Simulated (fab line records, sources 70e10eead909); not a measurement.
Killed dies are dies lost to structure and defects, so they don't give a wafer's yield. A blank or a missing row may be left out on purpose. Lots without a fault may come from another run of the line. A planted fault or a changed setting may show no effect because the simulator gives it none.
Tool commonality check | flow nand_harc | 14 lots, 42 wafers sampled

WHY IT WAS OPENED
At NHARC_P_M0_CD_MEAS_09 the reading cd_nm is flagged on 2 of 14 lots. Wafers without a fault read 90.0 nm, standard deviation 0.69.
Rule: a lot is flagged when every wafer of it that has a number lies more than 4 standard deviations from that mean, or none has a number. The other lots count as sound.

lot  | measured     | on        | cd_nm (nm), wafer by wafer | flag
L863 | day 6 06:18  | cd_sem-01 | 90.2 90.3 89.7             |
L862 | day 6 06:58  | cd_sem-01 | 89.6 88.4 88.6             |
L861 | day 6 07:31  | cd_sem-02 | 89.7 90.5 90.7             |
L864 | day 6 16:44  | cd_sem-03 | 89.9 89.3 90.9             |
L865 | day 6 17:18  | cd_sem-02 | 89.0 88.8 89.5             |
L867 | day 7 07:32  | cd_sem-03 | 89.7 89.8 90.0             |
L868 | day 7 17:53  | cd_sem-01 | 90.3 91.0 90.0             |
L870 | day 8 03:35  | cd_sem-01 | 90.4 91.3 90.5             |
L869 | day 8 04:08  | cd_sem-02 | 89.9 90.2 89.5             |
L876 | day 9 21:34  | cd_sem-02 | 126.1 126.8 126.6          | FLAGGED
L877 | day 10 00:56 | cd_sem-01 | 126.3 125.8 125.4          | FLAGGED
L878 | day 10 03:01 | cd_sem-01 | 90.1 90.6 91.2             |
L879 | day 10 11:35 | cd_sem-01 | 90.0 90.3 90.2             |
L884 | day 11 07:31 | cd_sem-03 | 89.5 89.3 90.1             |
The numbers of the flagged lots are 126.2 nm on average: +36.2 nm against the usual, or +52 standard deviations.

WHICH TOOL RAN EACH LOT
The record holds 2 process steps before the reading, out of a route of 1159 steps. In each cell: the tool, then ch and the chambers that the sampled wafers went through, then the start.
lot  | flag    | NHARC_P_CONTACT_ETCH_35            | NHARC_P_M0_PEB_07
L863 |         | rie_diel-08 ch 0,1, day 5 20:24    | litho_track-04 ch 0, day 6 06:13
L862 |         | rie_diel-08 ch 1,2,3, day 5 21:22  | litho_track-04 ch 0, day 6 06:53
L861 |         | rie_diel-08 ch 1,2,3, day 5 22:16  | litho_track-06 ch 0, day 6 07:26
L864 |         | rie_diel-11 ch 1,2,3, day 6 08:25  | litho_track-01 ch 0, day 6 16:40
L865 |         | rie_diel-11 ch 1,3, day 6 09:02    | litho_track-04 ch 0, day 6 17:13
L867 |         | rie_diel-08 ch 0,1,2, day 7 03:37  | litho_track-06 ch 0, day 7 07:28
L868 |         | rie_diel-08 ch 1,2,3, day 7 08:08  | litho_track-01 ch 0, day 7 17:49
L870 |         | rie_diel-04 ch 0,1, day 7 18:58    | litho_track-06 ch 0, day 8 03:31
L869 |         | rie_diel-08 ch 1,2, day 7 19:25    | litho_track-01 ch 0, day 8 04:04
L876 | FLAGGED | rie_diel-04 ch 1,2, day 9 15:25    | litho_track-06 ch 0, day 9 21:29
L877 | FLAGGED | rie_diel-08 ch 0,1,2, day 9 18:05  | litho_track-06 ch 0, day 10 00:51
L878 |         | rie_diel-04 ch 0,1,2, day 9 23:07  | litho_track-01 ch 0, day 10 02:56
L879 |         | rie_diel-08 ch 0,2, day 10 03:32   | litho_track-04 ch 0, day 10 11:31
L884 |         | rie_diel-11 ch 0,1,3, day 11 03:37 | litho_track-04 ch 0, day 11 07:26
What these steps do:
- NHARC_P_CONTACT_ETCH_35: etches the open film in CF4, target depth 39 nm, time 65 s.
- NHARC_P_M0_PEB_07: peb time 65 s.
- NHARC_P_M0_CD_MEAS_09: target cd 90 nm.

FLAGGED OVER TOTAL, TOOL BY TOOL (the gauges that took the reading come last)
step                    | tool           | lots run | flagged | share of the flagged lots | sound lots run after its first flagged lot
NHARC_P_CONTACT_ETCH_35 | rie_diel-04    | 3        | 1       | some                      | 1 (L878)
NHARC_P_CONTACT_ETCH_35 | rie_diel-08    | 8        | 1       | some                      | 1 (L879)
NHARC_P_CONTACT_ETCH_35 | rie_diel-11    | 3        | 0       | none                      | -
NHARC_P_M0_PEB_07       | litho_track-01 | 4        | 0       | none                      | -
NHARC_P_M0_PEB_07       | litho_track-04 | 5        | 0       | none                      | -
NHARC_P_M0_PEB_07       | litho_track-06 | 5        | 2       | all                       | 0
NHARC_P_M0_CD_MEAS_09   | cd_sem-01      | 7        | 1       | some                      | 2 (L878,L879)
NHARC_P_M0_CD_MEAS_09   | cd_sem-02      | 4        | 1       | some                      | 0
NHARC_P_M0_CD_MEAS_09   | cd_sem-03      | 3        | 0       | none                      | -

WHAT THE TABLE ALLOWS
1 row of the table ran every flagged lot: litho_track-06 at NHARC_P_M0_PEB_07.
- litho_track-06 at NHARC_P_M0_PEB_07: 2 of its 5 lots flagged. Its last sound lot is L870 (day 8 03:31), its first flagged lot L876 (day 9 21:29): a fault that began between those two fits. Its own readings lie more than 4 standard deviations out on every wafer of the flagged lots: heater_power_total_W, plate_temp_C.
One tool is left: litho_track-06 at NHARC_P_M0_PEB_07.

WHAT THE SIMULATOR HAD PUT IN
Process parameter drift: litho_track-06, from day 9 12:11 on, at NHARC_P_M0_PEB_07. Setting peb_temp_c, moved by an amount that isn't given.
Lots struck among those shown: L876, L877. The rule above found the same.
